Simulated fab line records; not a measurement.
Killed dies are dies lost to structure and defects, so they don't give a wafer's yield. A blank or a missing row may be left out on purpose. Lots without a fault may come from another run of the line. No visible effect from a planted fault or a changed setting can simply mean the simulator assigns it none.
fab line records	flow nand-harc
[record] lots = 24	wafers = 72	last-day = 34
route steps=1302 shown A_CHANNEL_HOLE_D1@462 A_CHANNEL_HOLE_D2@584 A_CHANNEL_FILL_D2@619 A_STAIRCASE@639
lots with no fault: from the same line, run without faults
start-h: start of the lot's first displayed wafer, in hours after the record's first day	wait-h: hours since the lot's step before	" same as the row above	L1.1+2: a single row standing in for several wafers	- no value, or no start was given	* or withheld: withheld	< > ~ a bound
route shown NAME@n: a module of which the file shows steps, and the number in the route of the first	usual: the fault-free wafers' mean and standard deviation	same: alike in all rows	chamber/n: place in a boat	sites: readings site by site	_std_site: the standard deviation of these	_edge_site: outer sites' mean less inner sites'	radius-mm: for every site, how far away it sits from the centre of the wafer	mask NAME#n: copy n	behind: the last tool/chamber to shape the wafer	hold: what put the lot on hold/how long, in hours/how the hold closed	device: the n, p or np transistor that did not switch	end of line: tests run on the same wafers once the route is complete	where a step has no rows: the recipe by itself	killed: the dies lost at the first sort to structure and to defects; this is not the yield of the wafer	map: shows each die of a wafer: x if killed, . if not, _ if none is there
set.NAME: the setting the step ran with; set.NAME@STEP: the setting that earlier step ran with	model.NAME: the simulator's own value behind a step, which no gauge read
one table for each step of the route and one row for each wafer, over a sample of lots
services: when a tool's chamber went out of use (start-h, in hours from the record's first day, below 0 if earlier), for how many hours, and the reason
[[steps]]
[step NHARC_A_CHANNEL_HOLE_D1_CD_MEAS_10]
[recipe] target-cd-nm = 100	landing-energy-ev = 500
[usual] cd-nm = 100.0/0.65
lot.wafer	tool	chamber	start-h	wait-h	cd-nm
L076.1	cd-sem-01	0	190.43	-	101.0
L076.2	"	0	"	"	101.4
L076.5	"	0	"	"	100.3
L075.2	cd-sem-02	0	190.59	-	100.0
L075.3	"	0	"	"	99.3
L075.5	"	0	"	"	100.0
L074.3	cd-sem-02	0	192.45	-	100.0
L074.4	"	0	"	"	99.6
L074.5	"	0	"	"	99.1
L077.2	cd-sem-03	0	206.57	-	99.9
L077.4	"	0	"	"	100.3
L077.6	"	0	"	"	100.1
L078.1	cd-sem-01	0	215.96	-	99.5
L078.2	"	0	"	"	98.9
L078.4	"	0	"	"	99.0
L079.2	cd-sem-03	0	235.89	-	100.0
L079.5	"	0	"	"	100.3
L079.6	"	0	"	"	100.7
L080.1	cd-sem-03	0	237.42	-	101.3
L080.2	"	0	"	"	100.8
L080.4	"	0	"	"	100.7
L081.1	cd-sem-02	0	263.19	-	101.3
L081.2	"	0	"	"	100.9
L081.4	"	0	"	"	101.0
L082.1	cd-sem-03	0	265.08	-	99.8
L082.5	"	0	"	"	99.9
L082.6	"	0	"	"	100.5
L083.1	cd-sem-01	0	269.97	-	100.7
L083.3	"	0	"	"	100.2
L083.4	"	0	"	"	100.1
L084.1	cd-sem-01	0	270.13	-	100.1
L084.3	"	0	"	"	100.4
L084.5	"	0	"	"	99.9
L085.3	cd-sem-01	0	285.86	-	99.6
L085.4	"	0	"	"	100.7
L085.5	"	0	"	"	99.7
L086.1	cd-sem-03	0	296.77	-	100.0
L086.5	"	0	"	"	100.6
L086.6	"	0	"	"	100.6
L088.1	cd-sem-03	0	322.12	-	99.3
L088.4	"	0	"	"	100.3
L088.6	"	0	"	"	99.7
L089.2	cd-sem-02	0	323.07	-	100.5
L089.3	"	0	"	"	100.2
L089.6	"	0	"	"	100.2
L087.1	cd-sem-01	0	323.88	-	99.7
L087.4	"	0	"	"	99.2
L087.6	"	0	"	"	99.0
L090.1	cd-sem-03	0	338.84	-	100.1
L090.3	"	0	"	"	100.1
L090.6	"	0	"	"	99.4
L091.1	cd-sem-02	0	346.78	-	98.9
L091.2	"	0	"	"	99.3
L091.3	"	0	"	"	98.9
L092.3	cd-sem-01	0	355.96	-	100.0
L092.4	"	0	"	"	100.6
L092.6	"	0	"	"	100.3
L093.2	cd-sem-01	0	363.95	-	99.1
L093.4	"	0	"	"	99.3
L093.5	"	0	"	"	100.3
L094.1	cd-sem-03	0	373.85	-	100.1
L094.3	"	0	"	"	99.3
L094.4	"	0	"	"	100.5
L095.3	cd-sem-03	0	392.94	-	99.4
L095.4	"	0	"	"	100.2
L095.6	"	0	"	"	100.3
L096.1	cd-sem-01	0	397.28	-	99.8
L096.3	"	0	"	"	99.4
L096.6	"	0	"	"	99.5
L097.1	cd-sem-02	0	405.51	-	101.0
L097.2	"	0	"	"	101.7
L097.5	"	0	"	"	101.0
[step NHARC_A_CHANNEL_HOLE_D2_INSPECT_12]
[usual] raw-defect-count = 32/23
lot.wafer	tool	chamber	start-h	wait-h	raw-defect-count
L076.1	defect-inspect-02	-	296.96	0.0	54
L076.2	"	-	"	"	57
L076.5	"	-	"	"	71
L075.2	defect-inspect-01	-	298.65	0.0	11
L075.3	"	-	"	"	12
L075.5	"	-	"	"	8
L074.3	defect-inspect-01	-	309.51	0.0	62
L074.4	"	-	"	"	49
L074.5	"	-	"	"	59
L078.1	defect-inspect-01	-	320.35	0.0	6
L078.2	"	-	"	"	7
L078.4	"	-	"	"	8
L077.2	defect-inspect-01	-	320.90	0.0	52
L077.4	"	-	"	"	56
L077.6	"	-	"	"	63
L080.1	defect-inspect-02	-	343.24	0.0	7
L080.2	"	-	"	"	7
L080.4	"	-	"	"	12
L079.2	defect-inspect-02	-	343.40	0.0	49
L079.5	"	-	"	"	53
L079.6	"	-	"	"	60
L082.1	defect-inspect-02	-	380.23	0.0	14
L082.5	"	-	"	"	7
L082.6	"	-	"	"	14
L084.1	defect-inspect-02	-	380.26	0.0	10
L084.3	"	-	"	"	9
L084.5	"	-	"	"	11
L081.1	defect-inspect-02	-	381.48	0.0	53
L081.2	"	-	"	"	63
L081.4	"	-	"	"	68
L083.1	defect-inspect-02	-	382.17	0.0	57
L083.3	"	-	"	"	66
L083.4	"	-	"	"	64
L085.3	defect-inspect-01	-	399.43	0.0	10
L085.4	"	-	"	"	15
L085.5	"	-	"	"	17
L086.1	defect-inspect-02	-	409.95	0.0	58
L086.5	"	-	"	"	57
L086.6	"	-	"	"	69
L088.1	defect-inspect-02	-	430.62	0.0	46
L088.4	"	-	"	"	52
L088.6	"	-	"	"	37
L087.1	defect-inspect-02	-	430.77	0.0	60
L087.4	"	-	"	"	55
L087.6	"	-	"	"	64
L089.2	defect-inspect-02	-	432.39	0.0	17
L089.3	"	-	"	"	14
L089.6	"	-	"	"	18
L090.1	defect-inspect-02	-	454.23	0.0	54
L090.3	"	-	"	"	51
L090.6	"	-	"	"	41
L091.1	defect-inspect-02	-	454.72	0.0	19
L091.2	"	-	"	"	21
L091.3	"	-	"	"	18
L092.3	defect-inspect-02	-	459.60	0.0	44
L092.4	"	-	"	"	59
L092.6	"	-	"	"	61
L093.2	defect-inspect-01	-	476.17	0.0	17
L093.4	"	-	"	"	23
L093.5	"	-	"	"	15
L094.1	defect-inspect-01	-	484.42	0.0	15
L094.3	"	-	"	"	16
L094.4	"	-	"	"	16
L096.1	defect-inspect-01	-	515.80	0.0	7
L096.3	"	-	"	"	1
L096.6	"	-	"	"	5
L095.3	defect-inspect-01	-	517.82	0.0	24
L095.4	"	-	"	"	25
L095.6	"	-	"	"	11
L097.1	defect-inspect-01	-	520.37	0.0	3
L097.2	"	-	"	"	4
L097.5	"	-	"	"	5
[step NHARC_A_CHANNEL_HOLE_D2_DESCUM_15]
[recipe] time-s = 3	o2-flow-sccm = 200	ar-flow-sccm = 0	bias-power-w = 0	chemistry = O2
[usual] drypump-motor-current-A = 5.6/0.49	oes-product-au = 1.005/0.0093	rf-vpp-V = 57.9/0.98	showerhead-plenum-p-Torr = 1.95/0.091	throttle-valve-pct = 11.310/0.0091
lot.wafer	tool	chamber	start-h	wait-h	drypump-motor-current-A	oes-product-au	rf-hours-counter-h	rf-vpp-V	showerhead-plenum-p-Torr	throttle-valve-pct
L076.1	rie-diel-13	3	297.02	0.1	5.7	1.012	6.8	56.3	1.78	11.313
L076.2	"	0	"	"	6.3	1.001	6.4	58.4	2.02	11.315
L076.5	"	3	"	"	5.7	1.013	-	58.4	1.78	11.310
L075.2	rie-diel-05	2	298.73	0.1	5.5	0.995	4.2	58.7	2.03	11.312
L075.3	"	3	"	"	6.2	1.004	3.1	57.1	1.83	11.307
L075.5	"	0	"	"	5.8	0.996	-	57.8	1.96	11.305
L074.3	rie-diel-05	3	309.59	0.1	6.2	0.991	4.3	55.6	1.83	11.305
L074.4	"	0	"	"	5.8	1.002	-	57.2	1.96	11.313
L074.5	"	3	"	"	6.2	0.999	-	57.9	1.83	11.304
L078.2	rie-diel-05	2	320.41	0.1	5.5	0.992	5.7	57.8	2.03	11.288
L078.4	"	0	"	"	5.8	1.006	5.7	58.2	1.96	11.319
L078.1	"	1	"	"	5.3	1.000	7.0	58.2	2.02	11.302
L077.4	rie-diel-12	3	320.96	0.1	5.7	1.019	2.4	60.3	2.03	11.314
L077.2	"	1	"	"	5.0	0.999	2.4	58.0	1.95	11.297
L077.6	"	0	"	"	6.4	0.992	-	58.3	2.03	11.325
L080.1	rie-diel-12	2	343.31	0.1	5.4	1.010	4.3	57.7	1.83	11.296
L080.4	"	3	"	"	5.7	1.022	3.8	59.4	2.03	11.290
L080.2	"	0	"	"	6.4	0.993	3.7	59.3	2.03	11.309
L079.2	rie-diel-05	1	343.47	0.1	5.3	1.018	8.9	57.9	2.01	11.309
L079.6	"	3	"	"	6.2	1.002	-	58.2	1.83	11.307
L079.5	"	0	"	"	5.8	1.005	-	58.6	1.96	11.334
L082.1	rie-diel-12	0	380.29	0.1	6.4	1.006	6.0	58.4	2.03	11.319
L082.5	"	0	"	"	6.4	0.995	-	57.9	2.03	11.302
L082.6	"	1	"	"	5.0	0.998	-	58.0	1.95	11.312
L084.3	rie-diel-05	3	380.34	0.1	6.2	1.001	8.8	56.2	1.82	11.311
L084.1	"	1	"	"	5.3	1.006	10.7	57.4	2.01	11.317
L084.5	"	3	"	"	6.1	1.010	-	57.9	1.82	11.309
L081.1	rie-diel-13	2	381.55	0.1	4.9	1.004	0.7	58.8	2.04	11.315
L081.4	"	3	"	"	5.7	0.995	0.7	57.3	1.78	11.294
L081.2	"	0	"	"	6.3	1.005	0.8	57.7	2.02	11.316
L083.1	rie-diel-12	2	382.24	0.1	5.4	1.026	6.4	58.5	1.83	11.304
L083.3	"	3	"	"	5.7	1.013	6.4	57.6	2.03	11.326
L083.4	"	0	"	"	6.4	0.990	6.7	58.6	2.02	11.320
L085.4	rie-diel-12	1	399.49	0.1	5.0	0.992	8.4	58.2	1.95	11.319
L085.3	"	0	"	"	6.4	1.005	7.9	59.8	2.02	11.309
L085.5	"	2	"	"	5.4	1.007	-	56.3	1.83	11.319
L086.1	rie-diel-13	3	410.02	0.1	5.7	1.007	1.7	57.3	1.78	11.301
L086.6	"	2	"	"	4.9	1.010	-	58.6	2.04	11.318
L086.5	"	3	"	"	5.7	1.014	-	57.5	1.78	11.315
L088.4	rie-diel-13	2	430.68	0.1	5.0	0.996	2.9	59.0	2.04	11.318
L088.1	"	1	"	"	4.9	1.018	2.6	57.3	1.94	11.319
L088.6	"	2	"	"	5.0	1.002	-	58.1	2.04	11.311
L087.1	rie-diel-05	2	430.83	0.1	5.5	0.992	0.1	58.7	2.03	11.305
L087.4	"	0	"	"	5.8	1.019	0.4	59.0	1.96	11.318
L087.6	"	3	"	"	6.1	0.999	-	57.4	1.82	11.319
L089.3	rie-diel-13	1	432.45	0.1	4.9	1.030	3.0	58.6	1.94	11.323
L089.2	"	0	"	"	6.3	1.013	3.4	58.2	2.02	11.318
L089.6	"	2	"	"	5.0	0.997	-	58.7	2.04	11.331
L090.1	rie-diel-13	0	454.29	0.1	6.3	1.017	5.2	60.9	2.02	11.297
L090.3	"	2	"	"	4.9	1.004	4.7	57.1	2.04	11.297
L090.6	"	0	"	"	6.3	1.003	-	58.8	2.02	11.299
L091.2	rie-diel-05	2	454.78	0.1	5.5	0.989	1.1	56.5	2.03	11.313
L091.1	"	3	"	"	6.2	0.999	1.5	56.7	1.82	11.309
L091.3	"	0	"	"	5.8	1.002	1.4	57.6	1.96	11.308
L092.4	rie-diel-13	0	459.67	0.1	6.3	1.008	6.3	57.3	2.01	11.295
L092.3	"	2	"	"	5.0	1.003	5.4	56.2	2.04	11.293
L092.6	"	0	"	"	6.3	1.015	-	59.2	2.01	11.327
L093.2	rie-diel-13	2	476.24	0.1	4.9	1.003	6.4	58.8	2.04	11.307
L093.4	"	0	"	"	6.3	1.005	7.4	57.1	2.01	11.301
L093.5	"	2	"	"	5.0	1.009	-	59.1	2.04	11.315
L094.1	rie-diel-13	0	484.48	0.1	6.3	0.997	8.2	58.9	2.01	11.303
L094.4	"	1	"	"	4.9	1.011	7.4	58.6	1.94	11.308
L094.3	"	3	"	"	5.7	1.015	7.9	56.9	1.77	11.309
L096.1	rie-diel-05	3	515.87	0.1	6.2	1.000	4.3	55.9	1.82	11.297
L096.3	"	0	"	"	5.8	1.007	4.2	56.5	1.96	11.312
L096.6	"	3	"	"	6.1	1.000	-	58.3	1.82	11.321
L095.3	rie-diel-12	3	517.88	0.1	5.7	1.004	5.1	58.5	2.02	11.322
L095.4	"	0	"	"	6.4	1.006	1.8	58.0	2.02	11.318
L095.6	"	3	"	"	5.7	1.012	-	58.0	2.02	11.291
L097.2	rie-diel-05	1	520.44	0.1	5.4	1.009	4.7	57.3	2.01	11.302
L097.1	"	2	"	"	5.5	0.986	4.8	58.1	2.03	11.305
L097.5	"	3	"	"	6.2	1.009	-	57.9	1.82	11.307
[step NHARC_A_CHANNEL_FILL_D2_ETCHBACK_19]
[recipe] target-depth-a = 50	time-s = 1.7	hbr-flow-sccm = 150	cl2-flow-sccm = 50	rf-w = 400	icp-w = 400	bias-w = 100	chemistry = HBr/Cl2
[usual] drypump-motor-current-A = 5.8/0.51	mfc-cl2-sccm = 50.00/0.17	oes-product-au = 1.002/0.011	throttle-valve-pct = 26.405/0.009
lot.wafer	tool	chamber	start-h	wait-h	drypump-motor-current-A	mfc-cl2-sccm	oes-product-au	rf-hours-counter-h	throttle-valve-pct
L076.2	rie-si-03	3	328.57	0.4	6.5	50.12	1.009	0.7	26.393
L076.1	"	0	"	"	5.9	49.86	1.013	0.6	26.409
L076.5	"	3	"	"	6.6	50.12	1.012	-	26.415
L075.3	rie-si-03	2	332.48	0.4	5.0	50.07	1.002	0.6	26.416
L075.2	"	3	"	"	6.6	50.01	1.015	0.7	26.392
L075.5	"	0	"	"	6.0	49.89	1.007	-	26.415
L074.4	rie-si-04	2	340.59	0.4	5.7	49.94	1.017	0.8	26.387
L074.3	"	0	"	"	6.1	49.81	0.991	1.1	26.414
L074.5	"	1	"	"	5.7	49.98	1.000	-	26.402
L077.4	rie-si-03	3	352.81	0.4	6.6	49.80	1.015	0.8	26.400
L077.2	"	1	"	"	6.0	49.90	0.996	0.7	26.410
L077.6	"	3	"	"	6.6	50.02	1.020	-	26.387
L078.2	rie-si-04	1	352.82	0.4	5.6	50.00	0.995	0.0	26.419
L078.4	"	2	"	"	5.7	50.21	0.988	0.1	26.409
L078.1	"	3	"	"	4.8	50.19	0.995	0.1	26.408
L079.2	rie-si-02	2	374.83	0.4	5.2	50.14	0.985	0.6	26.402
L079.6	"	1	"	"	5.7	50.10	1.005	-	26.407
L079.5	"	2	"	"	5.2	50.08	0.982	-	26.412
L080.2	rie-si-03	2	374.83	0.4	5.0	50.00	1.026	0.8	26.406
L080.4	"	3	"	"	6.6	49.77	1.014	0.9	26.405
L080.1	"	0	"	"	6.0	49.87	1.022	0.8	26.405
L084.3	rie-si-02	2	412.93	0.4	5.2	50.08	0.995	0.9	26.405
L084.1	"	0	"	"	6.2	49.90	1.018	0.8	26.416
L084.5	"	3	"	"	5.8	49.98	0.983	-	26.404
L082.1	rie-si-04	0	412.94	0.4	6.1	50.04	1.010	0.3	26.398
L082.5	"	3	"	"	4.8	50.18	1.000	-	26.420
L082.6	"	0	"	"	6.1	50.09	0.998	-	26.401
L081.2	rie-si-03	3	420.25	0.4	6.5	50.30	0.995	0.1	26.391
L081.4	"	0	"	"	6.0	49.90	1.005	0.0	26.403
L081.1	"	1	"	"	6.0	50.04	0.998	0.0	26.403
L083.1	rie-si-02	2	426.83	0.4	5.2	50.17	1.003	1.0	26.402
L083.3	"	3	"	"	5.9	49.97	1.007	0.9	26.414
L083.4	"	0	"	"	6.3	49.86	1.025	0.8	26.414
L086.1	rie-si-02	3	438.31	0.4	5.8	49.78	1.004	1.1	26.414
L086.6	"	1	"	"	5.6	50.02	1.011	-	26.411
L086.5	"	2	"	"	5.2	50.10	0.999	-	26.399
L085.4	rie-si-03	3	438.31	0.4	6.6	50.09	0.981	0.2	26.420
L085.3	"	0	"	"	6.0	50.00	1.014	0.1	26.390
L085.5	"	1	"	"	6.0	49.82	0.997	-	26.399
L088.4	rie-si-03	2	462.26	0.4	5.0	49.83	1.007	0.4	26.403
L088.1	"	1	"	"	6.0	50.35	0.996	0.2	26.386
L088.6	"	3	"	"	6.6	49.77	1.008	-	26.398
L087.4	rie-si-04	1	462.26	0.4	5.7	49.82	1.005	0.8	26.401
L087.1	"	2	"	"	5.7	49.83	1.002	0.8	26.424
L087.6	"	2	"	"	5.7	49.69	1.000	-	26.418
L089.3	rie-si-02	3	465.61	0.4	5.8	49.97	1.028	0	26.402
L089.2	"	0	"	"	6.2	49.65	1.017	0	26.401
L089.6	"	3	"	"	5.8	50.00	1.023	-	26.416
L091.2	rie-si-04	0	486.76	0.4	6.1	49.88	0.987	0.8	26.408
L091.1	"	1	"	"	5.6	50.01	1.011	0.8	26.395
L091.3	"	3	"	"	4.8	50.04	0.995	0.8	26.415
L090.3	rie-si-03	0	486.77	0.4	5.9	49.59	1.007	0.4	26.409
L090.1	"	1	"	"	6.0	49.83	1.009	0.4	26.394
L090.6	"	3	"	"	6.6	49.81	0.991	-	26.410
L092.3	rie-si-03	0	490.82	0.4	6.0	49.79	0.999	0.4	26.413
L092.6	"	1	"	"	6.0	50.26	0.994	-	26.412
L092.4	"	0	"	"	6.0	49.83	1.006	-	26.407
L093.2	rie-si-03	1	512.53	0.4	6.0	49.89	1.002	0.5	26.414
L093.4	"	2	"	"	5.0	49.95	1.005	0.6	26.387
L093.5	"	0	"	"	6.0	49.84	1.014	-	26.404
L094.4	rie-si-04	0	517.55	0.4	6.1	50.04	1.003	1.1	26.413
L094.3	"	1	"	"	5.7	50.00	0.989	1.0	26.400
L094.1	"	3	"	"	4.8	50.04	0.999	1.1	26.411
L097.1	rie-si-03	2	548.98	0.4	5.0	49.98	1.009	0.8	26.413
L097.2	"	3	"	"	6.6	50.03	1.000	0.9	26.393
L097.5	"	2	"	"	5.0	50.28	1.007	-	26.429
L095.4	rie-si-02	3	548.98	0.4	5.9	50.12	1.003	0.6	26.400
L095.3	"	1	"	"	5.6	49.57	1.001	0.3	26.407
L095.6	"	0	"	"	6.2	50.13	0.993	-	26.404
L096.3	rie-si-04	3	548.98	0.4	4.8	50.04	1.003	0.1	26.387
L096.1	"	2	"	"	5.7	50.25	1.011	0.1	26.403
L096.6	"	0	"	"	6.1	49.68	0.996	-	26.406
[step NHARC_A_CHANNEL_FILL_D2_STRIP_29]
[recipe] time-s = 20	o2-flow-sccm = 500	ar-flow-sccm = 0	bias-w = 0	chemistry = O2
[usual] drypump-motor-current-A = 5.8/0.37	oes-product-au = 0.997/0.0087	rf-vpp-V = 57.9/0.87	showerhead-plenum-p-Torr = 3.61/0.11	throttle-valve-pct = 17.036/0.0093
lot.wafer	tool	chamber	start-h	wait-h	drypump-motor-current-A	oes-product-au	rf-hours-counter-h	rf-vpp-V	showerhead-plenum-p-Torr	throttle-valve-pct
L076.1	rie-diel-02	2	346.47	0.1	5.6	0.991	2	56.7	3.67	17.035
L076.2	"	3	"	"	5.8	1.011	3	56.8	3.49	17.030
L076.5	"	3	"	"	5.8	0.996	-	59.2	3.49	17.022
L075.2	rie-diel-09	1	-	-	6.3	0.990	1	57.5	3.55	17.041
L075.3	"	2	"	"	5.1	0.988	1	56.9	3.41	17.030
L075.5	"	3	"	"	6.1	0.982	-	57.7	3.61	17.032
L074.4	rie-diel-09	3	-	-	6.1	0.987	1	56.8	3.61	17.030
L074.3	"	0	"	"	6.1	1.002	1	59.6	3.77	17.040
L074.5	"	3	"	"	6.2	0.986	-	58.1	3.61	17.016
L077.2	rie-diel-02	3	-	-	5.9	1.006	3	59.2	3.49	17.039
L077.4	"	2	"	"	5.6	1.003	3	57.3	3.67	17.038
L077.6	"	3	"	"	5.8	1.008	-	57.9	3.49	17.037
L078.4	rie-diel-09	2	-	-	5.1	1.008	2	57.8	3.41	17.040
L078.2	"	3	"	"	6.1	0.992	2	58.8	3.61	17.046
L078.1	"	0	"	"	6.1	0.988	2	57.4	3.77	17.041
L080.4	rie-diel-09	1	-	-	6.3	0.994	2	57.6	3.55	17.046
L080.2	"	3	"	"	6.1	0.985	2	57.6	3.61	17.043
L080.1	"	0	"	"	6.1	0.996	2	58.6	3.77	17.013
L079.2	rie-diel-04	3	-	-	6.0	0.998	4	58.8	3.71	17.055
L079.5	"	0	"	"	6.4	0.997	-	56.7	3.54	17.028
L079.6	"	1	"	"	6.1	1.009	-	57.8	3.57	17.034
L084.1	rie-diel-02	3	-	-	5.8	1.002	1	57.2	3.49	17.032
L084.3	"	0	"	"	5.5	1.009	1	57.2	3.57	17.044
L084.5	"	2	"	"	5.6	0.996	-	56.3	3.67	17.020
L082.1	rie-diel-04	2	430.07	0.1	6.0	1.003	10	58.1	3.71	17.037
L082.6	"	0	"	"	6.4	1.009	-	58.6	3.54	17.023
L082.5	"	3	"	"	6.0	1.013	-	57.6	3.70	17.023
L081.1	rie-diel-02	0	-	-	5.5	1.004	1	58.0	3.57	17.025
L081.2	"	1	"	"	5.3	1.001	1	58.6	3.76	17.033
L081.4	"	3	"	"	5.8	0.994	1	57.6	3.49	17.032
L083.3	rie-diel-02	0	-	-	5.5	1.003	1	59.4	3.57	17.031
L083.4	"	1	"	"	5.3	0.994	1	59.3	3.76	17.057
L083.1	"	2	"	"	5.6	0.990	1	57.5	3.67	17.042
L085.3	rie-diel-02	0	-	-	5.5	1.005	1	60.1	3.57	17.040
L085.4	"	1	"	"	5.3	1.013	1	58.4	3.76	17.044
L085.5	"	0	"	"	5.5	1.007	-	58.3	3.57	17.042
L086.1	rie-diel-09	0	-	-	6.1	1.002	4	56.8	3.77	17.036
L086.5	"	0	"	"	6.1	1.002	-	58.0	3.77	17.020
L086.6	"	1	"	"	6.3	0.983	-	56.8	3.55	17.046
L087.1	rie-diel-04	2	-	-	6.0	1.014	19	58.7	3.70	17.039
L087.4	"	3	"	"	6.0	1.008	14	57.0	3.70	17.018
L087.6	"	1	"	"	6.1	1.011	-	59.2	3.56	17.026
L088.1	rie-diel-02	0	-	-	5.5	0.997	2	58.1	3.57	17.025
L088.4	"	1	"	"	5.3	0.993	2	57.8	3.76	17.050
L088.6	"	3	"	"	5.8	0.999	-	56.5	3.49	17.036
L089.3	rie-diel-04	2	-	-	6.0	0.993	19	59.9	3.71	17.041
L089.2	"	0	"	"	6.4	0.994	19	57.0	3.54	17.037
L089.6	"	1	"	"	6.1	0.994	-	58.4	3.56	17.045
L091.2	rie-diel-02	0	-	-	5.5	1.006	3	58.6	3.57	17.042
L091.1	"	2	"	"	5.6	1.004	3	58.9	3.67	17.018
L091.3	"	3	"	"	5.9	1.005	3	59.4	3.49	17.039
L090.1	rie-diel-02	2	-	-	5.6	0.984	3	57.7	3.67	17.030
L090.3	"	3	"	"	5.8	1.007	3	56.3	3.49	17.020
L090.6	"	2	"	"	5.6	1.000	-	56.6	3.67	17.044
L092.4	rie-diel-02	2	-	-	5.6	0.987	3	58.8	3.67	17.012
L092.3	"	0	"	"	5.5	0.998	3	57.2	3.57	17.035
L092.6	"	2	"	"	5.6	0.989	-	56.2	3.67	17.038
L093.2	rie-diel-09	3	530.96	0.1	6.1	0.991	1	59.4	3.60	17.030
L093.5	"	3	"	"	6.1	0.980	-	58.3	3.60	17.038
L093.4	"	0	"	"	6.1	0.992	-	57.3	3.77	17.048
L094.3	rie-diel-02	3	-	-	5.8	0.995	4	57.7	3.49	17.028
L094.4	"	0	"	"	5.5	1.001	4	58.0	3.57	17.050
L094.1	"	1	"	"	5.3	0.992	4	60.2	3.76	17.044
L097.1	rie-diel-04	0	-	-	6.4	0.991	1	58.3	3.53	17.032
L097.2	"	1	"	"	6.1	1.009	1	58.3	3.55	17.029
L097.5	"	3	"	"	6.0	1.005	-	57.7	3.69	17.032
L096.3	rie-diel-02	3	-	-	5.8	1.002	5	58.4	3.49	17.031
L096.1	"	1	"	"	5.3	0.994	5	59.4	3.76	17.048
L096.6	"	0	"	"	5.5	0.985	-	57.0	3.57	17.042
L095.3	rie-diel-02	1	-	-	5.3	1.007	5	58.0	3.76	17.040
L095.4	"	2	"	"	5.6	0.983	4	58.1	3.67	17.047
L095.6	"	3	"	"	5.8	0.996	-	57.7	3.49	17.047
[step NHARC_A_STAIRCASE_DEP_156]
[recipe] target-thk-a = 500	temp-c = 400	target-thk-nm = 50	flow-sccm = 200	rf-w = 450	material = SiNx
[usual] heater-power-outer-w = 432/98	heater-power-w = 715/120
lot.wafer	tool	chamber	start-h	wait-h	heater-power-outer-w	heater-power-w
L076.1	pecvd-01	2	354.48	0.1	382	635
L076.2	"	0	"	"	402	684
L076.5	"	2	"	"	376	635
L075.2	pecvd-04	2	354.49	0.1	335	577
L075.3	"	0	"	"	526	849
L075.5	"	0	"	"	518	845
L074.3	pecvd-02	2	364.83	0.1	382	692
L074.4	"	1	"	"	434	713
L074.5	"	2	"	"	384	689
L077.2	pecvd-04	0	376.90	0.2	548	878
L077.6	"	1	"	"	617	871
L077.4	"	2	"	"	333	557
L078.1	pecvd-04	0	377.10	0.3	493	824
L078.2	"	1	"	"	612	850
L078.4	"	0	"	"	498	824
L080.2	pecvd-04	2	398.45	0.1	333	569
L080.1	"	1	"	"	588	852
L080.4	"	1	"	"	582	823
L079.2	pecvd-04	2	402.02	0.1	320	549
L079.5	"	2	"	"	328	555
L079.6	"	1	"	"	587	843
L082.1	pecvd-01	1	436.73	0.5	402	749
L082.6	"	2	"	"	406	666
L082.5	"	1	"	"	412	761
L084.3	pecvd-04	0	436.74	0.5	545	904
L084.1	"	1	"	"	605	843
L084.5	"	2	"	"	317	550
L081.1	pecvd-02	2	443.71	0.1	366	698
L081.2	"	0	"	"	353	599
L081.4	"	1	"	"	438	764
L083.3	pecvd-02	2	451.29	0.2	308	634
L083.1	"	0	"	"	354	566
L083.4	"	0	"	"	343	608
L086.1	pecvd-01	0	462.40	0.1	382	676
L086.5	"	2	"	"	357	596
L086.6	"	1	"	"	482	854
L085.3	pecvd-02	1	462.42	0.1	432	743
L085.4	"	0	"	"	355	585
L085.5	"	1	"	"	428	744
L088.1	pecvd-02	2	486.39	0.1	278	563
L088.4	"	2	"	"	282	572
L088.6	"	0	"	"	312	549
L087.1	pecvd-01	1	486.45	0.1	471	846
L087.4	"	2	"	"	369	584
L087.6	"	0	"	"	477	812
L089.3	pecvd-04	1	489.74	0.1	593	873
L089.2	"	2	"	"	346	597
L089.6	"	1	"	"	612	865
L091.3	pecvd-04	0	510.85	0.1	560	880
L091.1	"	1	"	"	623	890
L091.2	"	2	"	"	314	528
L090.1	pecvd-01	0	510.85	0.1	419	735
L090.3	"	1	"	"	416	783
L090.6	"	2	"	"	407	662
L092.3	pecvd-04	1	516.53	0.1	617	917
L092.6	"	1	"	"	622	860
L092.4	"	0	"	"	551	897
L093.2	pecvd-02	2	537.28	0.1	359	671
L093.5	"	2	"	"	368	669
L093.4	"	1	"	"	470	755
L094.3	pecvd-04	1	541.77	0.1	605	833
L094.1	"	2	"	"	350	592
L094.4	"	0	"	"	532	883
L097.1	pecvd-01	1	573.02	0.1	490	840
L097.2	"	2	"	"	410	650
L097.5	"	2	"	"	399	666
L096.1	pecvd-02	2	573.04	0.1	347	665
L096.3	"	1	"	"	382	670
L096.6	"	2	"	"	349	672
L095.3	pecvd-01	0	578.97	0.1	372	651
L095.6	"	1	"	"	445	806
L095.4	"	0	"	"	377	671
[[services]]
tool	chamber	start-h	hours	kind
rie-diel-05	-	281.97	0.5	repair
rie-diel-05	2	306.19	7.9	repair
rie-si-03	-	308.27	4.1	repair
rie-diel-02	2	324.14	17.0	repair
pecvd-04	1	328.17	2.1	repair
rie-diel-13	3	334.00	19.6	repair
rie-diel-02	0	336.12	15.8	repair
rie-diel-13	-	342.00	9.0	pm
rie-diel-13	3	354.44	5.2	repair
rie-si-03	-	359.73	1.2	repair
rie-diel-02	-	389.78	3.6	repair
rie-diel-02	-	393.70	9.0	pm
pecvd-04	0	396.76	18.1	repair
rie-si-03	-	398.00	9.0	pm
rie-diel-05	-	406.60	9.0	pm
rie-si-03	-	417.02	0.4	repair
rie-diel-05	2	418.40	5.9	repair
pecvd-04	-	450.12	13.0	pm
rie-si-03	2	479.56	11.4	repair
pecvd-04	-	511.54	0.3	repair
rie-diel-13	-	519.00	9.0	pm
rie-diel-02	2	519.20	10.9	repair
rie-diel-02	-	570.71	9.0	pm
rie-si-03	-	575.00	9.0	pm
[[key]]
fault none
